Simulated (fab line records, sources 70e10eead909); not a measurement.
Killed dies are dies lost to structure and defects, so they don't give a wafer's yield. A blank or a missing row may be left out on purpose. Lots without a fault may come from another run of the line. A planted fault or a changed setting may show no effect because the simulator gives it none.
Which tool did it? | flow nand_harc | 7 lots, 21 wafers sampled, at 3 steps of a route of 1302

WHAT THE GAUGES READ, wafer by wafer
NHARC_THIN_TSV_CD_MEAS_12: target cd 1000 nm.
lot  | measured     | on        | cd_nm (nm)
L786 | day 24 01:40 | cd_sem-02 | 999.5 1003.8 1000.7
L788 | day 24 23:44 | cd_sem-03 | 1002.8 999.1 999.9
L791 | day 26 08:09 | cd_sem-03 | 995.9 1001.4 1002.5
L798 | day 28 15:35 | cd_sem-02 | 1000.9 1003.7 1000.9
L802 | day 30 21:43 | cd_sem-03 | 1001.6 998.7 998.1
L806 | day 32 02:33 | cd_sem-03 | 999.6 997.1 1002.7
L808 | day 32 14:55 | cd_sem-02 | 999.5 995.3 1001.8

WHICH TOOL RAN EACH LOT (tool, then ch and the chambers of the sampled wafers, then the start)
lot  | NHARC_A_ONON_D1_DEP_19           | NHARC_THIN_TSV_CMP_01
L786 | pecvd_onon-03 ch 0, day 8 09:59  | cmp-02 ch 0,1,2, day 24 00:25
L788 | pecvd_onon-04 ch 0, day 9 14:47  | cmp-03 ch 0,1,3, day 24 22:26
L791 | pecvd_onon-01 ch 0, day 11 01:04 | cmp-01 ch 0,1,3, day 26 06:51
L798 | pecvd_onon-04 ch 0, day 13 10:21 | cmp-03 ch 0,3, day 28 14:16
L802 | pecvd_onon-01 ch 0, day 15 21:11 | cmp-03 ch 1,2,3, day 30 20:26
L806 | pecvd_onon-03 ch 0, day 16 22:28 | cmp-01 ch 1,2,3, day 32 01:15
L808 | pecvd_onon-04 ch 0, day 17 15:45 | cmp-01 ch 0,2,3, day 32 13:43
- NHARC_A_ONON_D1_DEP_19: target thk 1000 nm.
- NHARC_THIN_TSV_CMP_01: polishes.

THE ANSWER, worked out from the rows above alone
Rule: what is usual is taken from the lots themselves. Put in order of their means at a reading, lots are off if they are a third of the lots or fewer, leave a main group of 4 or more, and stand apart from it by a gap of 3 or more times the standard deviation of the main group's means; of several such gaps the widest counts. A main group whose means are all the same, to the digits that the tables above print for the reading, isn't used. A lot without any number at a reading at which 4 lots or more have one is off too. The other lots that the step has rows for count as sound.
No lot is off at any reading shown: from this, nothing can be told.

WHAT THE SIMULATOR HAD PUT IN
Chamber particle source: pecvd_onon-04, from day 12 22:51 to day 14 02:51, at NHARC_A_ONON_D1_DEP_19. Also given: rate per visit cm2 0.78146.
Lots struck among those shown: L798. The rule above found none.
